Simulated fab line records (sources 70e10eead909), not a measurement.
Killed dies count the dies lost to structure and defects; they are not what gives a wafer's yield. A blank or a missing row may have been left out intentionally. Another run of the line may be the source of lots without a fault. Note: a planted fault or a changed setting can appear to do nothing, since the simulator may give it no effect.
fab line records	flow nand-harc	part 1 of 2: steps 1 to 4 of 6
[record] lots = 24	wafers = 72	last-day = 25
route steps=1159 shown P_M1@301 A_CHANNEL_HOLE_D1@466 A_STAIRCASE@532
lots that met no fault: from a run of the same line without faults
start-h: start of the lot's first displayed wafer, in hours after the record's first day	wait-h: hours elapsed since this lot's preceding step	" same as the row above	L1.1+2: a single row standing in for several wafers	- value missing, or start not given	* or withheld: withheld	< > ~ a bound
route shown NAME@n: names a module that has steps shown in the file, with the first one's number in the route	usual: mean and standard deviation over wafers with no fault	same: alike in all rows	chamber/n: place in a boat	sites: the reading at each site	_std_site: standard deviation of those values	_edge_site: the outer-site mean with the inner-site mean subtracted	radius-mm: for every site, how far away it sits from the centre of the wafer	mask NAME#n: copy n	behind: tool/chamber where the wafer was last shaped	hold: cause of the lot's hold/its duration in hours/its outcome	device: names the non-switching transistor (n, p or np)	end of line: tests of these same wafers at the route's end	where a step has no rows: the recipe by itself	killed: the dies lost at the first sort to structure and to defects; this is not the yield of the wafer	map: the dies of a wafer, with x for killed, . for not killed, _ for no die there
set.NAME: the run value of the setting; set.NAME@STEP: its run value at that earlier step	model.NAME: the simulator's own value behind a step, which no gauge read
the route's steps for a sample of lots (tables are steps, rows are wafers)
services: the hour from which a tool's chamber was out of use, counted from the record's first day as start-h (under 0 if before that day), plus the number of hours and why
[[steps]]
[step NHARC_P_M1_CD_MEAS_16]
[usual] cd-nm = 129.9/0.59
lot.wafer	tool	chamber	start-h	wait-h	cd-nm
L075.3	cd-sem-02	-	130.29	-	130.4
L075.5	"	-	"	"	130.0
L075.6	"	-	"	"	130.0
L074.4	cd-sem-03	-	132.00	-	130.0
L074.5	"	-	"	"	129.5
L074.6	"	-	"	"	128.6
L077.1	cd-sem-02	-	140.02	-	130.0
L077.3	"	-	"	"	129.1
L077.5	"	-	"	"	129.5
L076.1	cd-sem-02	-	140.76	-	130.2
L076.4	"	-	"	"	128.9
L076.6	"	-	"	"	129.7
L078.2	cd-sem-01	-	140.79	-	129.6
L078.5	"	-	"	"	130.3
L078.6	"	-	"	"	129.6
L079.1	cd-sem-01	-	151.55	-	130.5
L079.2	"	-	"	"	130.0
L079.6	"	-	"	"	130.7
L080.1	cd-sem-03	-	159.33	-	129.2
L080.2	"	-	"	"	130.3
L080.3	"	-	"	"	129.4
L081.3	cd-sem-01	-	159.90	-	130.6
L081.4	"	-	"	"	130.6
L081.6	"	-	"	"	130.0
L082.1	cd-sem-01	-	171.61	-	128.5
L082.4	"	-	"	"	128.5
L082.5	"	-	"	"	129.2
L084.1	cd-sem-01	-	178.16	-	131.3
L084.4	"	-	"	"	130.2
L084.5	"	-	"	"	130.9
L083.2	cd-sem-03	-	189.06	-	129.1
L083.4	"	-	"	"	129.3
L083.5	"	-	"	"	129.5
L088.4	cd-sem-03	-	199.26	-	130.3
L088.5	"	-	"	"	129.1
L088.6	"	-	"	"	129.7
L087.4	cd-sem-01	-	199.37	-	129.7
L087.5	"	-	"	"	130.2
L087.6	"	-	"	"	130.0
L086.1	cd-sem-03	-	199.68	-	130.1
L086.2	"	-	"	"	130.0
L086.3	"	-	"	"	128.9
L085.4	cd-sem-01	-	200.40	-	129.2
L085.5	"	-	"	"	129.5
L085.6	"	-	"	"	129.6
L089.1	cd-sem-02	-	222.09	-	129.7
L089.3	"	-	"	"	130.1
L089.6	"	-	"	"	129.8
L090.2	cd-sem-03	-	222.82	-	129.6
L090.4	"	-	"	"	130.0
L090.5	"	-	"	"	129.9
L091.2	cd-sem-01	-	223.28	-	129.7
L091.4	"	-	"	"	130.1
L091.6	"	-	"	"	130.3
L093.1	cd-sem-01	-	230.09	-	129.9
L093.2	"	-	"	"	131.0
L093.3	"	-	"	"	129.6
L092.2	cd-sem-02	-	231.10	-	129.8
L092.3	"	-	"	"	130.3
L092.6	"	-	"	"	130.4
L094.1	cd-sem-01	-	238.41	-	129.6
L094.4	"	-	"	"	129.8
L094.6	"	-	"	"	130.1
L095.2	cd-sem-01	-	243.46	-	130.3
L095.4	"	-	"	"	130.2
L095.6	"	-	"	"	130.4
L096.2	cd-sem-03	-	253.37	-	129.9
L096.3	"	-	"	"	129.4
L096.5	"	-	"	"	130.4
L097.1	cd-sem-03	-	257.24	-	130.6
L097.2	"	-	"	"	130.5
L097.6	"	-	"	"	130.8
[step NHARC_P_M1_PVD_21]
[recipe] target-thk-a = 300	chamber-pressure-pa = 5	power-w = 5000	substrate-temp-c = 30	time-s = 20.49	material = Cu
[usual] throttle-valve-pct = 29.6/0.81
[same] time-s = 20.49
lot.wafer	tool	chamber	start-h	wait-h	throttle-valve-pct
L075.3	pvd-sputter-02	-	-	-	29.7
L075.6	"	-	"	"	29.8
L075.5	"	-	"	"	28.0
L074.4	pvd-sputter-02	-	-	-	28.1
L074.6	"	-	"	"	28.1
L074.5	"	-	"	"	30.3
L077.1	pvd-sputter-02	-	-	-	29.9
L077.3	"	-	"	"	30.4
L077.5	"	-	"	"	29.6
L078.2	pvd-sputter-01	-	-	-	30.1
L078.5	"	-	"	"	29.8
L078.6	"	-	"	"	28.4
L076.1	pvd-sputter-02	-	-	-	29.9
L076.4	"	-	"	"	30.3
L076.6	"	-	"	"	29.7
L079.2	pvd-sputter-01	-	-	-	29.2
L079.1	"	-	"	"	30.3
L079.6	"	-	"	"	28.1
L080.3	pvd-sputter-01	-	-	-	28.1
L080.1	"	-	"	"	30.2
L080.2	"	-	"	"	30.1
L081.4	pvd-sputter-02	-	-	-	29.6
L081.3	"	-	"	"	29.7
L081.6	"	-	"	"	29.4
L082.4	pvd-sputter-01	-	-	-	30.2
L082.1	"	-	"	"	29.2
L082.5	"	-	"	"	30.5
L084.1	pvd-sputter-02	-	-	-	29.7
L084.4	"	-	"	"	28.2
L084.5	"	-	"	"	30.5
L083.4	pvd-sputter-01	-	-	-	29.2
L083.2	"	-	"	"	30.0
L083.5	"	-	"	"	29.7
L088.4	pvd-sputter-02	-	-	-	29.6
L088.6	"	-	"	"	27.8
L088.5	"	-	"	"	30.3
L087.4	pvd-sputter-01	-	-	-	29.3
L087.5	"	-	"	"	29.4
L087.6	"	-	"	"	29.9
L086.3	pvd-sputter-03	-	-	-	28.3
L086.1	"	-	"	"	29.6
L086.2	"	-	"	"	29.4
L085.4	pvd-sputter-02	-	-	-	29.8
L085.5	"	-	"	"	27.9
L085.6	"	-	"	"	30.7
L089.3	pvd-sputter-01	-	-	-	30.3
L089.1	"	-	"	"	30.1
L089.6	"	-	"	"	30.3
L091.4	pvd-sputter-02	-	-	-	30.8
L091.2	"	-	"	"	31.0
L091.6	"	-	"	"	30.4
L090.4	pvd-sputter-01	-	-	-	30.2
L090.2	"	-	"	"	29.2
L090.5	"	-	"	"	29.9
L093.1	pvd-sputter-02	-	-	-	29.2
L093.3	"	-	"	"	31.0
L093.2	"	-	"	"	29.9
L092.2	pvd-sputter-01	-	-	-	30.2
L092.3	"	-	"	"	29.0
L092.6	"	-	"	"	30.3
L094.1	pvd-sputter-03	-	-	-	29.5
L094.4	"	-	"	"	31.2
L094.6	"	-	"	"	29.6
L095.4	pvd-sputter-01	-	-	-	29.7
L095.2	"	-	"	"	29.8
L095.6	"	-	"	"	29.3
L096.3	pvd-sputter-02	-	-	-	29.6
L096.2	"	-	"	"	30.7
L096.5	"	-	"	"	31.1
L097.2	pvd-sputter-01	-	-	-	29.1
L097.1	"	-	"	"	29.9
L097.6	"	-	"	"	29.1
[step NHARC_A_CHANNEL_HOLE_D1_ETCH_38]
[recipe] target-depth-a = 390	over-etch-frac = 0.3	time-s = 65	ion-energy-ev = 80	cf4-flow-sccm = 150	ar-flow-sccm = 0	rf-w = 300	bias-w = 100	chemistry = CF4
[usual] drypump-motor-current-A = 5.7/0.4	oes-product-au = 0.997/0.0076	rf-vpp-V = 151.7/1.3	showerhead-plenum-p-Torr = 1.79/0.075	throttle-valve-pct = 13.283/0.0093
[same] time-s = 65
lot.wafer	tool	chamber	start-h	wait-h	drypump-motor-current-A	oes-product-au	rf-hours-counter-h	rf-vpp-V	showerhead-plenum-p-Torr	throttle-valve-pct
L075.3	rie-diel-01	3	186.11	0.1	5.5	0.994	1	151.9	1.79	13.269
L075.5	"	0	"	"	5.5	0.998	-	152.0	1.88	13.307
L075.6	"	1	"	"	5.3	0.993	-	151.1	1.78	13.272
L074.5	rie-diel-13	1	186.57	0.1	6.0	0.995	-	152.2	1.75	13.288
L074.4	"	3	"	"	5.9	0.983	-	149.0	1.67	13.283
L074.6	"	0	"	"	5.9	0.990	-	152.9	1.89	13.290
L076.1	rie-diel-01	3	195.24	0.1	5.4	0.993	2	152.3	1.79	13.289
L076.6	"	0	"	"	5.5	0.996	-	152.2	1.88	13.292
L076.4	"	3	"	"	5.4	0.993	-	153.7	1.79	13.289
L078.2	rie-diel-13	2	196.15	0.1	6.5	0.985	8	151.3	1.77	13.278
L078.6	"	3	"	"	5.9	1.007	-	151.1	1.67	13.285
L078.5	"	0	"	"	5.9	1.001	-	152.4	1.89	13.286
L077.1	rie-diel-01	0	197.12	0.1	5.6	0.993	3	152.5	1.88	13.286
L077.3	"	1	"	"	5.4	1.017	3	150.7	1.78	13.285
L077.5	"	1	"	"	5.3	1.005	-	151.3	1.78	13.292
L079.2	rie-diel-13	2	204.75	0.1	6.5	0.995	9	154.5	1.77	13.298
L079.1	"	0	"	"	5.9	1.009	9	152.4	1.89	13.285
L079.6	"	3	"	"	5.9	0.992	-	150.7	1.67	13.277
L080.2	rie-diel-01	1	209.81	0.1	5.3	1.010	4	152.3	1.78	13.276
L080.1	"	2	"	"	5.3	0.991	2	154.2	1.90	13.285
L080.3	"	3	"	"	5.4	1.000	4	153.0	1.79	13.286
L081.3	rie-diel-13	2	210.12	0.1	6.5	0.987	10	151.1	1.77	13.278
L081.4	"	0	"	"	5.9	0.996	10	154.2	1.89	13.301
L081.6	"	3	"	"	5.9	1.002	-	150.1	1.67	13.285
L082.4	rie-diel-13	1	221.70	0.1	6.0	1.002	10	152.5	1.75	13.277
L082.1	"	2	"	"	6.5	0.989	11	150.2	1.77	13.271
L082.5	"	2	"	"	6.6	0.996	-	150.2	1.77	13.278
L084.1	rie-diel-01	3	236.06	0.1	5.4	0.991	5	152.2	1.79	13.275
L084.4	"	0	"	"	5.6	0.997	5	154.1	1.88	13.277
L084.5	"	0	"	"	5.5	1.006	-	152.8	1.88	13.284
L083.2	rie-diel-13	0	243.88	0.1	5.9	0.996	13	153.1	1.89	13.282
L083.4	"	0	"	"	5.9	0.992	-	153.5	1.89	13.290
L083.5	"	1	"	"	6.0	1.002	-	149.8	1.75	13.292
L086.2	rie-diel-12	1	264.07	0.1	5.5	0.990	3	151.0	1.69	13.293
L086.1	"	2	"	"	6.5	1.001	2	152.7	1.77	13.284
L086.3	"	3	"	"	6.1	0.998	2	147.9	1.66	13.275
L088.4	rie-diel-01	0	264.65	0.1	5.5	1.001	7	152.7	1.88	13.281
L088.5	"	0	"	"	5.5	0.994	-	151.4	1.88	13.289
L088.6	"	1	"	"	5.4	0.993	-	151.0	1.78	13.294
L087.4	rie-diel-13	3	265.75	0.1	5.9	0.989	15	149.5	1.67	13.264
L087.5	"	1	"	"	6.0	1.005	-	151.5	1.75	13.276
L087.6	"	2	"	"	6.6	0.991	-	151.6	1.77	13.302
L085.4	rie-diel-12	0	265.95	0.1	6.1	0.987	3	151.1	1.75	13.289
L085.5	"	3	"	"	6.1	0.993	-	151.2	1.66	13.269
L085.6	"	0	"	"	6.1	0.990	-	151.5	1.75	13.302
L089.1	rie-diel-12	1	274.35	0.1	5.5	0.994	4	150.2	1.69	13.288
L089.3	"	3	"	"	6.1	1.005	4	150.4	1.66	13.291
L089.6	"	2	"	"	6.5	1.000	-	152.8	1.77	13.275
L091.4	rie-diel-01	3	275.28	0.1	5.4	0.997	8	151.4	1.79	13.268
L091.2	"	2	"	"	5.3	0.984	6	152.8	1.90	13.291
L091.6	"	0	"	"	5.5	0.989	-	152.1	1.88	13.284
L090.4	rie-diel-13	2	275.43	0.1	6.5	0.992	13	151.0	1.77	13.277
L090.2	"	0	"	"	6.0	0.987	15	153.4	1.89	13.298
L090.5	"	2	"	"	6.5	0.989	-	151.2	1.77	13.283
L093.2	rie-diel-01	2	281.28	0.1	5.3	0.998	7	151.4	1.90	13.270
L093.3	"	3	"	"	5.4	1.005	9	150.9	1.79	13.279
L093.1	"	0	"	"	5.6	1.003	9	153.0	1.88	13.273
L092.3	rie-diel-01	3	281.53	0.2	5.4	1.000	9	151.4	1.79	13.277
L092.2	"	1	"	"	5.3	0.995	9	151.1	1.78	13.286
L092.6	"	3	"	"	5.4	0.996	-	152.1	1.79	13.289
L094.1	rie-diel-13	0	291.94	0.1	5.9	0.996	1	151.9	1.89	13.292
L094.4	"	1	"	"	6.0	0.997	1	151.2	1.75	13.264
L094.6	"	3	"	"	5.9	0.994	-	149.0	1.67	13.281
L095.2	rie-diel-01	1	292.13	0.1	5.3	0.991	10	151.1	1.78	13.280
L095.4	"	3	"	"	5.4	0.990	11	152.3	1.79	13.284
L095.6	"	1	"	"	5.3	0.994	-	150.7	1.78	13.280
L096.2	rie-diel-01	1	303.08	0.1	5.3	0.996	11	152.1	1.78	13.278
L096.3	"	2	"	"	5.3	0.981	9	154.3	1.90	13.270
L096.5	"	0	"	"	5.5	0.994	-	151.5	1.88	13.292
L097.1	rie-diel-01	0	310.32	0.1	5.5	1.010	12	152.9	1.88	13.274
L097.2	"	3	"	"	5.4	0.990	13	150.7	1.79	13.277
L097.6	"	1	"	"	5.4	1.011	-	150.7	1.78	13.270
[step NHARC_A_CHANNEL_HOLE_D1_ETCH_20]
[recipe] bias-v = 3000	source-w = withheld	pressure-mtorr = 20	time-s = 361.9	ar-flow-sccm = 375	c4f8-flow-sccm = 89.3	o2-flow-sccm = 35.7	temp-c = -20	target-depth-a = 16000	chemistry = C4F8/O2/Ar
[usual] drypump-motor-current-A = 5.8/0.58	esc-clamp-current-uA = 0.0207/0.0004	showerhead-plenum-p-Torr = 3.80/0.049	throttle-valve-pct = 32.156/0.0095
[same] time-s = 361.9
lot.wafer	tool	chamber	start-h	wait-h	drypump-motor-current-A	esc-clamp-current-uA	rf-hours-counter-h	showerhead-plenum-p-Torr	throttle-valve-pct
L075.3	har-etch-02	1	187.60	0.2	5.4	0.0202	-	3.75	32.163
L075.5	"	1	"	"	5.4	0.0202	-	3.75	32.158
L075.6	"	0	"	"	5.2	0.0205	-	3.87	32.167
L074.4	har-etch-01	1	187.99	0.2	6.2	0.0210	-	3.83	32.154
L074.5	"	0	"	"	6.6	0.0212	-	3.83	32.147
L074.6	"	1	"	"	6.2	0.0211	-	3.83	32.159
L076.1	har-etch-02	1	197.10	0.1	5.4	0.0202	112	3.74	32.152
L076.4	"	0	"	"	5.2	0.0204	-	3.87	32.161
L076.6	"	1	"	"	5.4	0.0202	-	3.74	32.154
L078.2	har-etch-01	0	197.58	0.1	6.7	0.0212	194	3.82	32.149
L078.5	"	0	"	"	6.6	0.0212	-	3.82	32.142
L078.6	"	1	"	"	6.2	0.0210	-	3.82	32.146
L077.1	har-etch-02	0	201.24	0.1	5.2	0.0205	116	3.87	32.142
L077.3	"	0	"	"	5.2	0.0205	-	3.87	32.170
L077.5	"	0	"	"	5.2	0.0205	-	3.87	32.148
L079.1	har-etch-01	0	205.97	0.1	6.6	0.0212	198	3.82	32.157
L079.2	"	1	"	"	6.2	0.0210	198	3.82	32.142
L079.6	"	0	"	"	6.6	0.0212	-	3.82	32.164
L080.1	har-etch-01	1	211.03	0.1	6.2	0.0211	201	3.82	32.146
L080.2	"	0	"	"	6.7	0.0212	201	3.82	32.151
L080.3	"	0	"	"	6.7	0.0212	-	3.82	32.153
L081.4	har-etch-02	0	211.44	0.2	5.2	0.0205	-	3.86	32.165
L081.3	"	1	"	"	5.4	0.0202	-	3.74	32.156
L081.6	"	1	"	"	5.4	0.0203	-	3.74	32.162
L082.1	har-etch-02	0	222.96	0.1	5.2	0.0205	127	3.86	32.160
L082.4	"	1	"	"	5.4	0.0203	-	3.73	32.151
L082.5	"	0	"	"	5.2	0.0205	-	3.86	32.152
L084.1	har-etch-02	0	237.28	0.1	5.2	0.0205	132	3.86	32.164
L084.4	"	0	"	"	5.1	0.0205	-	3.86	32.161
L084.5	"	0	"	"	5.2	0.0205	-	3.86	32.159
L083.2	har-etch-01	0	245.32	0.1	6.7	0.0213	208	3.82	32.171
L083.4	"	1	"	"	6.2	0.0211	-	3.82	32.157
L083.5	"	1	"	"	6.2	0.0210	-	3.82	32.169
L086.1	har-etch-02	0	265.28	0.1	5.2	0.0204	141	3.85	32.159
L086.2	"	1	"	"	5.4	0.0202	141	3.73	32.155
L086.3	"	0	"	"	5.2	0.0205	-	3.85	32.146
L088.4	har-etch-01	0	266.02	0.2	6.6	0.0213	-	3.81	32.138
L088.5	"	1	"	"	6.2	0.0210	-	3.81	32.137
L088.6	"	0	"	"	6.6	0.0212	-	3.81	32.158
L087.4	har-etch-02	1	269.53	0.2	5.4	0.0202	-	3.72	32.161
L087.6	"	1	"	"	5.4	0.0203	-	3.72	32.152
L087.5	"	0	"	"	5.2	0.0205	-	3.85	32.168
L085.4	har-etch-01	0	270.13	0.2	6.7	0.0212	-	3.81	32.148
L085.5	"	0	"	"	6.6	0.0212	-	3.81	32.161
L085.6	"	1	"	"	6.2	0.0210	-	3.81	32.167
L089.1	har-etch-01	1	275.61	0.1	6.1	0.0211	225	3.81	32.168
L089.3	"	0	"	"	6.7	0.0212	-	3.81	32.156
L089.6	"	1	"	"	6.2	0.0211	-	3.81	32.163
L091.2	har-etch-02	0	276.54	0.1	5.2	0.0205	150	3.85	32.162
L091.4	"	1	"	"	5.4	0.0203	-	3.72	32.154
L091.6	"	1	"	"	5.4	0.0203	-	3.72	32.144
L090.2	har-etch-01	0	279.79	0.1	6.6	0.0212	229	3.80	32.147
L090.4	"	0	"	"	6.6	0.0212	-	3.80	32.153
L090.5	"	1	"	"	6.2	0.0211	-	3.80	32.166
L093.2	har-etch-02	0	282.63	0.1	5.2	0.0205	154	3.85	32.157
L093.1	"	1	"	"	5.4	0.0203	154	3.72	32.143
L093.3	"	1	"	"	5.4	0.0203	-	3.72	32.169
L092.2	har-etch-01	0	283.89	0.1	6.7	0.0212	232	3.80	32.154
L092.3	"	0	"	"	6.6	0.0212	-	3.80	32.142
L092.6	"	0	"	"	6.6	0.0212	-	3.80	32.168
L094.1	har-etch-01	0	293.14	0.1	6.7	0.0212	238	3.80	32.157
L094.4	"	1	"	"	6.2	0.0211	-	3.80	32.164
L094.6	"	1	"	"	6.2	0.0211	-	3.80	32.171
L095.2	har-etch-02	1	293.35	0.1	5.4	0.0203	161	3.72	32.163
L095.4	"	1	"	"	5.4	0.0203	-	3.72	32.156
L095.6	"	1	"	"	5.4	0.0202	-	3.72	32.137
L096.2	har-etch-02	1	304.35	0.1	5.4	0.0203	165	3.71	32.153
L096.3	"	0	"	"	5.2	0.0204	-	3.84	32.149
L096.5	"	1	"	"	5.4	0.0203	-	3.71	32.159
L097.2	har-etch-02	0	314.33	0.1	5.2	0.0206	174	3.83	32.148
L097.1	"	1	"	"	5.4	0.0203	174	3.71	32.133
L097.6	"	0	"	"	5.2	0.0206	-	3.83	32.169
